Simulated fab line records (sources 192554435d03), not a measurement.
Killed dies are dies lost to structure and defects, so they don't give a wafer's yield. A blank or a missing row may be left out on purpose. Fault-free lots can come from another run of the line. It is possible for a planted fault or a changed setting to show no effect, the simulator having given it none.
fab line records	flow n5-finfet
record: lots: 5	wafers: 15	last-day: 18
route steps=1938 shown SD_EPI_P@313 SD_ACTIVATION@330 ILD0@335 BEOL_M4@1111 PASSIVATION@1936
lots with no fault: from the same line, run without faults
start-h: start of the lot's first displayed wafer, in hours after the record's first day	wait-h: hours since the lot's step before	" same as the row above	L1.1+2: several wafers, shown together as one row	- no value, or no start was given	* or withheld: withheld	< > ~ a bound
route shown NAME@n: a module of which the file shows steps, and the number in the route of the first	usual: average and standard deviation across the fault-free wafers	same: alike in all rows	chamber/n: place in a boat	sites: the reading at each site	_std_site: the standard deviation of these	_edge_site: outer sites' mean less inner sites'	radius-mm: for every site, how far away it sits from the centre of the wafer	mask NAME#n: copy n	behind: the last tool/chamber to shape the wafer	hold: why the lot went on hold/how many hours it stayed there/how the hold came to an end	device: whichever transistor did not switch (one of n, p or np)	end of line: at the end of the route, the tests of the same wafers	where a step has no rows: the recipe by itself	killed: dies lost to structure and defects at the first sort, not the wafer's yield	map: a wafer's dies, marking killed ones x, the rest . and places with no die _
set.NAME: the run value of the setting; set.NAME@STEP: its run value at that earlier step	model.NAME: the simulator's own value behind a step, which no gauge read
lots at selected steps of the route; one table per step, one row per wafer
services: a tool's chamber out of use, with start hour (start-h, from the record's first day; less than 0 if before it), hours out, and reason
== steps ==
step: N5_SD_EPI_P_STRIP_50
recipe: chemistry: CHF3/O2	resist: SiARC	rf-frequency-hz: 6e+07
step: N5_SD_EPI_P_SD_RECESS_17
recipe: chemistry: HBr/Cl2/O2	target-depth-a: 391	bt-time-s: 3	pressure-mtorr: 10	icp-w: 800	bias-w: 112	HBr_flow_sccm: 150	Cl2_flow_sccm: 80	O2_flow_sccm: 12
usual: drypump-motor-current-A: 5.5/0.52	oes-product-au: 0.994/0.014	throttle-valve-pct: 36.97/0.24
lot.wafer	tool	chamber	start-h	wait-h	drypump-motor-current-A	oes-product-au	rf-hours-counter-h	throttle-valve-pct
L187.1	rie-si-03	3	77.70	0.0	6.6	0.990	95	36.81
L187.4	"	0	"	"	5.0	0.984	23	36.52
L187.5	"	0	"	"	5.1	0.977	-	36.51
L197.2	rie-si-03	1	137.41	0.0	5.8	0.983	87	37.27
L197.5	"	3	"	"	6.5	0.992	-	36.82
L197.6	"	2	"	"	6.3	0.996	-	37.22
L201.4	rie-si-02	2	174.32	0.0	4.8	0.994	183	37.14
L201.5	"	1	"	"	5.5	0.990	-	36.98
L201.6	"	0	"	"	5.1	1.019	-	36.99
L205.2	rie-si-02	2	186.35	0.0	4.8	1.000	183	37.12
L205.3	"	3	"	"	5.8	0.987	68	36.83
L205.6	"	3	"	"	5.8	0.992	-	36.82
L206.2	rie-si-05	2	193.87	0.0	5.1	0.981	67	37.07
L206.4	"	1	"	"	5.8	0.998	58	36.69
L206.5	"	2	"	"	5.1	0.993	-	37.09
step: N5_SD_EPI_P_WET_ETCH_45
recipe: chemistry: dHF	dilution: withheld	time-s: 10.7	target: SiO2	target-depth-a: 20	temp-c: 25	dry: ipa-marangoni	rinse-time-s: 30	rinse-temp-c: 23
step: N5_SD_EPI_P_STRIP_40
recipe: chemistry: N2/H2	power-w: 1000	temp-c: 250	h2-frac: 0.65	overash-fraction: 0.3	pressure-mtorr: withheld	n2-flow-sccm: 1750	h2-flow-sccm: 3250
usual: drypump-motor-current-A: 5.8/0.54	heater-power-w: 369/45	oes-product-au: 0.761/0.011
lot.wafer	tool	chamber	start-h	wait-h	drypump-motor-current-A	heater-power-w	oes-product-au	rf-hours-counter-h
L187.1	plasma-asher-02	0	77.85	0.0	5.7	390	0.744	33
L187.4	"	0	"	"	5.7	387	0.759	-
L187.5	"	1	"	"	6.4	423	0.753	-
L197.2	plasma-asher-02	1	137.55	0.0	6.4	421	0.744	44
L197.5	"	1	"	"	6.4	417	0.767	-
L197.6	"	0	"	"	5.7	403	0.771	-
L201.4	plasma-asher-02	0	174.64	0.2	5.7	393	0.745	-
L201.5	"	1	"	"	6.4	429	0.743	-
L201.6	"	0	"	"	5.7	387	0.771	-
L205.2	plasma-asher-02	0	186.49	0.0	5.7	395	0.748	55
L205.3	"	1	"	"	6.4	429	0.764	-
L205.6	"	0	"	"	5.7	384	0.751	-
L206.2	plasma-asher-02	0	194.02	0.0	5.7	388	0.770	57
L206.4	"	1	"	"	6.4	424	0.768	-
L206.5	"	0	"	"	5.7	390	0.772	-
step: N5_SD_EPI_P_PRECLEAN_52
recipe: chemistry: O3/DIW	time-s: 60	temp-c: 22	o3-ppm: 10
step: N5_SD_EPI_P_SRD_20
recipe: dry: ipa-marangoni	do-ppb: 5	time-s: 30	temp-c: 23	rinse-liquid: diw
step: N5_SD_EPI_P_PRECLEAN_51
recipe: chemistry: NF3:NH3	afs-cycles: 1	temp-c: 30	time-s: 20	sublimation-temp-c: 180	sublimation-time-s: 60	pressure-torr: 3	rf-power-w: 30
step: N5_SD_EPI_P_VAPOR_ETCH_44
recipe: chemistry: NF3/Ar	target: SiGe30	temp-c: 25	time-s: 3.3	mode: isotropic
step: N5_SD_EPI_P_EPI_21
recipe: material: SiGe:B	dopant: B	temp-c: 550	pressure-torr: 20	ambient: H2	time-s: 355
step: N5_SD_EPI_P_EPI_MEAS_23
recipe: mode: xrd
usual: thk-nm: 61.0/1.3
lot.wafer	tool	chamber	start-h	wait-h	thk-nm
L187.1	film-metro-02	-	80.56	1.8	60.1
L187.4	"	-	"	"	61.7
L187.5	"	-	"	"	61.3
L197.2	film-metro-02	-	140.28	1.5	58.5
L197.5	"	-	"	"	61.3
L197.6	"	-	"	"	62.9
L201.4	film-metro-01	-	177.34	0.8	62.7
L201.5	"	-	"	"	60.6
L201.6	"	-	"	"	63.0
L205.2	film-metro-02	-	189.22	1.5	62.3
L205.3	"	-	"	"	59.8
L205.6	"	-	"	"	61.4
L206.2	film-metro-02	-	197.57	2.0	59.0
L206.4	"	-	"	"	60.2
L206.5	"	-	"	"	60.8
step: N5_SD_EPI_P_HM_STRIP_48
recipe: chemistry: H3PO4	temp-c: 160	material: SiNx	target: SiNx	target-depth-a: 30	overetch-fraction: 0.3
step: N5_SD_EPI_P_SRD_49
recipe: dry: ipa-marangoni	time-s: 30	temp-c: 23	rinse-liquid: diw
step: N5_SD_EPI_P_PRECLEAN_24
recipe: chemistry: O3/DIW	time-s: 45	temp-c: 22	o3-ppm: 10
lot.wafer	tool	chamber	start-h	wait-h
L187.1+4+5	wet-bench-03	6,0,3	80.67	0.0
L197.2+5+6	wet-bench-02	5,1,6	140.39	0.0
L201.4+5+6	wet-bench-02	7,0,5	177.44	0.0
L205.2+3+6	wet-bench-02	1,3,7	189.33	0.0
L206.2+4+5	wet-bench-03	4,2,3	197.69	0.0
step: N5_SD_EPI_P_PRECLEAN_32
recipe: chemistry: dHF	time-s: 10	dilution: 500:1	temp-c: 25
step: N5_SD_EPI_P_PRECLEAN_33
recipe: chemistry: SC2	time-s: 45	temp-c: 35	mix: 1:1:50
step: N5_SD_EPI_P_SRD_25
recipe: time-s: 30	temp-c: 23	rinse-liquid: diw	dry: ipa-marangoni
step: N5_SD_EPI_P_INSPECT_26
recipe: inspect-instrument: darkfield	mode: post-epi
usual: raw-defect-count: 180/39
lot.wafer	tool	chamber	start-h	wait-h	raw-defect-count
L187.1	defect-inspect-01	-	80.74	0.0	204
L187.4	"	-	"	"	174
L187.5	"	-	"	"	947
L197.2	defect-inspect-02	-	140.46	0.0	206
L197.5	"	-	"	"	102
L197.6	"	-	"	"	136
L201.4	defect-inspect-01	-	177.51	0.0	252
L201.5	"	-	"	"	272
L201.6	"	-	"	"	301
L205.2	defect-inspect-01	-	189.40	0.0	137
L205.3	"	-	"	"	212
L205.6	"	-	"	"	165
L206.2	defect-inspect-02	-	197.76	0.0	208
L206.4	"	-	"	"	181
L206.5	"	-	"	"	160
step: N5_SD_ACTIVATION_RTA_00
recipe: temp-c: 975	time-s: 0	ambient: N2	idle-temp-c: 600	ramp-up-c-per-s: 150	ramp-down-c-per-s: 60	cool-to-c: 600
usual: lamp-power-pct: 8.96/0.054	wafer_temp_C_max: 974.8/1.8
lot.wafer	tool	chamber	start-h	wait-h	lamp-power-pct	wafer_temp_C_max
L187.1	rtp-anneal-01	0	80.77	0.0	8.95	972.8
L187.4	"	0	"	"	8.95	973.9
L187.5	"	0	"	"	8.96	974.1
L197.2	rtp-anneal-01	0	140.53	0.1	8.95	970.4
L197.5	"	0	"	"	9.07	975.0
L197.6	"	0	"	"	8.89	976.2
L201.4	rtp-anneal-01	0	177.63	0.1	8.93	975.4
L201.5	"	0	"	"	9.02	976.4
L201.6	"	0	"	"	9.01	978.3
L205.2	rtp-anneal-02	0	189.62	0.2	9.00	973.1
L205.3	"	0	"	"	8.98	974.7
L205.6	"	0	"	"	9.07	973.8
L206.2	rtp-anneal-02	0	197.81	0.1	8.95	974.3
L206.4	"	0	"	"	8.96	976.4
L206.5	"	0	"	"	9.00	974.9
step: N5_SD_ACTIVATION_LSA_01
recipe: temp-c: 1080	time-s: 0.0008	ambient: N2
usual: wafer_temp_C_max: 1085.4/2.8
lot.wafer	tool	chamber	start-h	wait-h	wafer_temp_C_max
L187.1	laser-anneal-01	0	80.97	0.2	1083.0
L187.4	"	0	"	"	1083.7
L187.5	"	0	"	"	1082.7
L197.2	laser-anneal-01	0	140.73	0.2	1084.3
L197.5	"	0	"	"	1082.4
L197.6	"	0	"	"	1084.2
L201.4	laser-anneal-02	0	177.83	0.2	1088.7
L201.5	"	0	"	"	1088.8
L201.6	"	0	"	"	1088.7
L205.2	laser-anneal-02	0	189.83	0.2	1088.1
L205.3	"	0	"	"	1089.7
L205.6	"	0	"	"	1088.0
L206.2	laser-anneal-01	0	198.02	0.2	1083.7
L206.4	"	0	"	"	1083.1
L206.5	"	0	"	"	1083.2
step: N5_SD_ACTIVATION_RS_MEAS_03
recipe: thk-meas-gauge: four-point-probe
usual: RS_SD_N: 21.95/0.28	RS_SD_P: 56.1/0.86
lot.wafer	tool	chamber	start-h	wait-h	RS_SD_N[ohm/sq]	RS_SD_P[ohm/sq]
L187.1	film-metro-01	-	81.19	0.2	21.99	57.4
L187.4	"	-	"	"	22.11	56.4
L187.5	"	-	"	"	22.12	56.5
L197.2	film-metro-02	-	140.92	0.2	22.12	56.0
L197.5	"	-	"	"	22.24	55.8
L197.6	"	-	"	"	22.39	55.4
L201.4	film-metro-01	-	178.00	0.1	21.76	55.2
L201.5	"	-	"	"	21.93	55.3
L201.6	"	-	"	"	22.04	54.2
L205.2	film-metro-02	-	190.04	0.2	21.77	55.2
L205.3	"	-	"	"	21.43	56.4
L205.6	"	-	"	"	21.78	55.9
L206.2	film-metro-01	-	198.21	0.2	22.57	57.0
L206.4	"	-	"	"	22.28	57.9
L206.5	"	-	"	"	22.43	57.3
step: N5_SD_ACTIVATION_INSPECT_02
recipe: inspect-instrument: darkfield	mode: post-anneal
usual: raw-defect-count: 180/36
lot.wafer	tool	chamber	start-h	wait-h	raw-defect-count
L187.1	defect-inspect-02	-	81.51	0.2	175
L187.4	"	-	"	"	148
L187.5	"	-	"	"	925
L197.2	defect-inspect-01	-	141.23	0.2	235
L197.5	"	-	"	"	111
L197.6	"	-	"	"	154
L201.4	defect-inspect-02	-	178.26	0.1	225
L201.5	"	-	"	"	229
L201.6	"	-	"	"	265
L205.2	defect-inspect-02	-	190.34	0.1	105
L205.3	"	-	"	"	188
L205.6	"	-	"	"	149
L206.2	defect-inspect-02	-	198.51	0.1	202
L206.4	"	-	"	"	169
L206.5	"	-	"	"	168
step: N5_ILD0_LINER_00
recipe: material: SiNx	target-thk-a: 40	temp-c: 400	ald-precursor-family: SiH2I2	ald-co-reactant: N2/H2-plasma	pulse-time-s: 1	purge-time-s: 2	co-reactant-purge-time-s: 2	ald-cycles: 80	pressure-torr: 2
usual: heater-power-w: 799/86	precursor-pulse-height-rel: 1.001/0.021
lot.wafer	tool	chamber	start-h	wait-h	heater-power-w	precursor-pulse-height-rel	since-wet-clean-h
L187.1	ald-sin-04	1	81.54	0.0	826	0.982	179
L187.4	"	3	"	"	798	0.980	179
L187.5	"	3	"	"	806	1.016	-
L197.2	ald-sin-04	3	141.47	0.2	783	0.994	239
L197.5	"	3	"	"	792	1.038	-
L197.6	"	0	"	"	651	0.976	-
L201.4	ald-sin-03	3	179.80	1.5	772	1.008	172
L201.5	"	2	"	"	915	1.053	-
L201.6	"	3	"	"	769	1.022	-
L205.2	ald-sin-04	1	191.69	1.4	811	1.034	289
L205.3	"	0	"	"	646	1.032	289
L205.6	"	0	"	"	652	1.010	-
L206.2	ald-sin-03	2	198.55	0.0	906	0.982	191
L206.4	"	0	"	"	947	0.979	191
L206.5	"	3	"	"	757	0.990	-
step: N5_BEOL_M4_RC_MEAS_101
usual: DIBL_N: 36.2/1.6	DIBL_P: 36.5/1.9	IOFF_N: 0.158/0.027	IOFF_P: 0.21/0.038	ION_N: 675/12	ION_P: 464/8.9	SS_N: 71.5/0.61	SS_P: 73.4/0.59	VT_N: 250.4/3	VT_P: -250/3.6
lot.wafer	tool	chamber	start-h	wait-h	DIBL_N[mV/V]	DIBL_P[mV/V]	IOFF_N[nA/um]	IOFF_P[nA/um]	ION_N[uA/um]	ION_P[uA/um]	SS_N[mV/dec]	SS_P[mV/dec]	VT_N[mV]	VT_P[mV]
L187.1	prober-02	0	185.89	0.0	33.6	32.2	0.115	0.14	648	443	71.4	72.3	255.8	-256
L187.4	"	0	"	"	34.8	34.9	0.135	0.18	660	455	71.9	72.5	251.2	-254
L187.5	"	0	"	"	33.9	33.5	0.119	0.16	656	445	71.4	72.9	254.5	-256
L197.2	prober-01	0	255.40	0.2	38.5	39.4	0.208	0.28	680	473	72.2	74.3	245.6	-246
L197.5	"	0	"	"	38.5	40.3	0.212	0.31	684	476	72.4	73.7	245.3	-244
L197.6	"	0	"	"	38.3	40.2	0.207	0.32	690	483	71.5	74.5	246.2	-244
L201.4	prober-01	0	281.71	0.5	37.5	38.3	0.174	0.26	692	475	71.1	74.4	245.8	-245
L201.5	"	0	"	"	37.9	38.2	0.169	0.25	690	481	71.9	73.6	249.3	-247
L201.6	"	0	"	"	35.0	35.0	0.132	0.20	672	461	71.0	72.5	254.3	-248
L206.2	prober-01	0	313.16	0.2	37.9	38.1	0.188	0.26	677	468	72.0	73.1	250.6	-247
L206.4	"	0	"	"	38.5	39.4	0.212	0.30	686	477	72.1	74.5	246.6	-245
L206.5	"	0	"	"	36.0	36.8	0.159	0.24	672	469	71.3	73.4	250.9	-247
L205.2	prober-02	0	320.73	0.2	32.1	32.0	0.105	0.19	649	463	69.8	72.3	255.3	-249
L205.3	"	0	"	"	34.7	35.8	0.149	0.24	675	474	71.5	73.7	248.6	-242
L205.6	"	0	"	"	35.4	36.2	0.154	0.25	672	472	72.1	73.5	249.7	-245
step: N5_PASSIVATION_PROBE_49
usual: defect-limited-yield: 91.3/1.7	killed_at_M0_to_M3: 33/11	killed_at_M4_up: 14/5.5	killed-at-contacts: 13/6.5	killed-at-front-end: 39/13	killed-at-other: 3.4/2.9	killed-dies: 103/20	killed-open: 69/15	killed-short: 32/8.1	sort_bin_5_function: 5.1/1.1	sort_bin_6_memory: 3.3/0.74	sort-n-pass: 1077/20	sort-yield-pct: 91.3/1.7
same: gross-dies: 1180	killed-at-back-side: 0	sort_bin_4_leakage[%]: 0	sort_bin_8_speed[%]: 0
lot.wafer	tool	chamber	start-h	wait-h	defect-limited-yield[%]	killed_at_M0_to_M3	killed_at_M4_up	killed-at-contacts	killed-at-front-end	killed-at-other	killed-dies	killed-open	killed-short	sort_bin_5_function[%]	sort_bin_6_memory[%]	sort-n-pass	sort-yield-pct[%]
L187.5	prober-01	-	305.31	0.2	82.0	35	14	9	147	7	212	55	33	9.9	4.9	968	82.0
killed by level:class
L187.5 SD_EPI_P:unspecified=124 FIN_SAQP:geometric-particle:short=9 BEOL_M3:geometric-particle:open=9 BEOL_M4:geometric-particle:open=7 MOL_CONTACT_COAG:geometric-particle:open=6 BEOL_M1:geometric-particle:open=5 BEOL_M0_SAQP:geometric-particle:open=4 BEOL_M0_SAQP:geometric-particle:short=4
map L187.5 (x killed, . not)
_________________............________________
______________...........x......_____________
___________........x..............x__________
__________x.....x....x...........x.._________
________................x............._______
_______....x.......x.x.................______
______x................................x_____
_____....................................____
____..x......x...x........................___
___........x.............x...........x..x..__
___....x.......x.............x........x....__
__....x........................xx....x......_
__.......x...x....x..xx...........x........._
_......x.......x.............x..x............
_.....x.x.................x.....x.....xx.....
_.........x..........x.............x.........
_x...........................................
_.....x......x.....x...............x.........
_........x.x.x.....x....................x....
_...xx........................x..............
_.......................x.x............x.....
__x..................x.xx..xx..............x_
__..x...x.......x......xxxxxxxx........x...._
___.........x...x.x..xxxxxxxxxx..x.........__
___.................xxxxxxxxxxxxxx........x__
____.x.......x......xxxxxxxxxxxxx........x___
_____x..x.x........x.xxxxxxxxxxxxx.......____
______..x.......x...xxxxxxxxxxxxxx......_____
_______.............xxxxxxxxxxxxx......______
________.x...........xxxxxxxxxxx......_______
__________....x.x.......xxxxxx..x..._________
___________.........x....xxxxxxx...__________
______________x..........xx.xxx._____________
_________________x......xxx..________________
map L206.4 (x killed, . not)
_________________............________________
______________..x....x.........._____________
___________....xx..x..x..........x.__________
__________..........x......x...x...._________
________...x..........x.........xx.x.._______
_______.....x...........x..............______
______...x.xx...................x.x.x..._____
_____.....x...............x.......x......____
____.x..x.............x..................x___
___..........x.x............xx.x...........__
___....x............x.........x............__
__....x..x..x..............x...x............_
__..........x..............................._
_.................................x..........
_.x.........xx........x......................
_.....x...x...........................x......
_....x....x..xx.....x.....................x..
_...............x.........x..................
_........x.....xx........x.x.x..........xx...
_............................................
_...x...x..............x............x........
__.....x...................................._
__.x.......x.x....x....x...x..x....x.......x_
___..............x......x.....x............__
___....x...x....x..x...x.....x...x.x.......__
____.....x...............x...............x___
_____.......x...........................x____
______x......x.....xx............xx....._____
_______..........x........x.....x.....x______
________...x.x..x.x...........x......._______
__________xx....x..x...xx..x........_________
___________..x..........x..x.......__________
______________.................._____________
_________________x.x....x....________________
== services ==
tool	chamber	start-h	hours	kind
rie-si-05	0	56.33	-	clean
rie-si-05	0	56.33	20.3	scheduled-down
rie-si-05	0	56.33	20.3	vent-cycle
laser-anneal-01	-	66.78	3.1	repair
rie-si-02	3	93.36	8.5	repair
rtp-anneal-02	-	100.84	8.3	pm
rtp-anneal-02	-	112.75	4.5	pm
ald-sin-04	-	112.99	6.1	pm
laser-anneal-01	-	113.02	2.8	pm
laser-anneal-01	-	117.72	13.9	pm
rie-si-02	1	120.26	2.0	repair
laser-anneal-02	-	131.65	21.4	pm
rie-si-05	-	143.10	2.8	pm
rie-si-03	1	144.77	7.9	repair
laser-anneal-02	-	181.27	5.6	pm
rie-si-03	3	186.51	11.9	repair
== key ==
first-sign: step: N5_SD_EPI_P_INSPECT_26	reading: raw-defect-count	direction: up	sigmas: 20	usual: 180	struck: 947
effect: step: N5_SD_ACTIVATION_INSPECT_02	reading: raw-defect-count	direction: up	sigmas: 21	usual: 180	struck: 925
effect: step: N5_PASSIVATION_PROBE_49	reading: killed-at-front-end	direction: up	sigmas: 8.2	usual: 39	struck: 147
more-kills-born-at: N5_SD_EPI_P_PRECLEAN_24@wet-bench-03: 124
met-at N5_SD_EPI_P_PRECLEAN_24
struck-wafers L187.5
fault: kind: chamber-particle-source	tool: wet-bench-03	chamber: 3	onset-h: 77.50	steps: N5_SD_EPI_P_PRECLEAN_24	rate-per-visit-cm2: 1.148	end-h: 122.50
